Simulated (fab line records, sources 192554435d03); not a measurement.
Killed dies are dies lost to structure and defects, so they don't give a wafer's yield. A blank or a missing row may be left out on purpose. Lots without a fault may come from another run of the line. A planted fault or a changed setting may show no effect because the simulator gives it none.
Chamber matching | flow n5_finfet | N5_BEOL_M0_SAQP_STRIP_86 on rie_diel-04: 4 sister chambers
The step strips in N2/H2. 4 wafers are shown with their chamber, then 8 later ones without.

WAFERS WITH THEIR CHAMBER
wafer  | chamber | showerhead_plenum_p_Torr (Torr)
L084.1 | 2       | 3.48
L086.3 | 1       | 3.31
L088.6 | 0       | 3.48
L090.3 | 3       | 3.10

WAFERS WITHOUT THEIR CHAMBER
wafer  | showerhead_plenum_p_Torr (Torr)
L090.4 | 3.47
L090.5 | 3.48
L092.1 | 3.10
L092.2 | 3.31
L092.3 | 3.47
L097.3 | 3.47
L097.5 | 3.31
L097.6 | 3.47

WHICH CHAMBER EACH WENT THROUGH
wafer  | from the rows above     | in truth
L090.4 | can't be placed: 0 or 2 | 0
L090.5 | can't be placed: 0 or 2 | 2
L092.1 | 3                       | 3
L092.2 | 1                       | 1
L092.3 | can't be placed: 0 or 2 | 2
L097.3 | can't be placed: 0 or 2 | 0
L097.5 | 1                       | 1
L097.6 | can't be placed: 0 or 2 | 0
Placed correctly: 3 of 8. Can't be placed from these rows: 5 (the true chamber is among the candidates in 5). Placed wrongly: 0.
How it was worked out, from the rows above alone: a wafer's distance from a chamber is the root of the sum, over the readings, of the square of ((its reading less the chamber's mean) divided by the reading's scatter). The wafer belongs to the nearest chamber; if the next one is less than 2 further off, it can't be placed. A chamber's mean is the mean of its shown wafers. The scatter: with one shown wafer a chamber, the root of the mean of the squares of how far each hidden wafer lies from its nearest shown one.
